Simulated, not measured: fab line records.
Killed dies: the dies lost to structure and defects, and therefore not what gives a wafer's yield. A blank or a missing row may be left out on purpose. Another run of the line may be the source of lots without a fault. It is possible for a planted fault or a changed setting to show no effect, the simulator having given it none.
Matching of chambers | flow n5 finfet | N5_BEOL_M7_ALD_77 on ald metal-02 has 4 sister chambers
The step deposits TaN, target thk 2 nm, pulse time 2 s, purge time 3 s. 8 wafers are shown with their chamber, then 8 later ones without.

== WAFERS, EACH WITH ITS CHAMBER ==
wafer  | chamber | heater power w (W) | susceptor temp C (C)
L074.5 | 3       | 465                | 274.93
L080.5 | 3       | 462                | 275.12
L083.4 | 1       | 476                | 275.09
L085.5 | 2       | 429                | 275.01
L091.2 | 2       | 419                | 275.18
L091.3 | 0       | 396                | 274.88
L091.4 | 1       | 473                | 275.16
L095.1 | 0       | 400                | 274.88

== WAFERS WHOSE CHAMBER IS MISSING ==
wafer  | heater power w (W) | susceptor temp C (C)
L095.4 | 468                | 274.99
L095.6 | 391                | 274.82
L086.3 | 477                | 275.41
L086.4 | 409                | 275.01
L086.5 | 412                | 275.07
L096.3 | 423                | 275.13
L096.4 | 463                | 274.79
L096.5 | 402                | 274.72

== CHAMBER TAKEN BY EACH ==
wafer  | from the rows above     | in truth
L095.4 | can't be placed: 3 or 1 | 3
L095.6 | 0                       | 0
L086.3 | 1                       | 1
L086.4 | can't be placed: 0 or 2 | 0
L086.5 | can't be placed: 2 or 0 | 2
L096.3 | 2                       | 2
L096.4 | 3                       | 3
L096.5 | 0                       | 0
Placed correctly: 5 of 8. Unplaceable from these rows: 3, with the true chamber sitting among the candidates in 3. 0 placed wrongly.
How it was worked out, from the rows above alone: a wafer's distance from a chamber is the root of the sum, over the readings, of the square of ((its reading less the chamber's mean) divided by the reading's scatter). The wafer belongs to the nearest chamber; if the next one is less than 2 further off, it can't be placed. A chamber's mean is the mean of its shown wafers. The scatter: take each reading less its chamber's mean, square it, sum over the shown wafers, divide by the number of wafers less the number of chambers, and take the root.
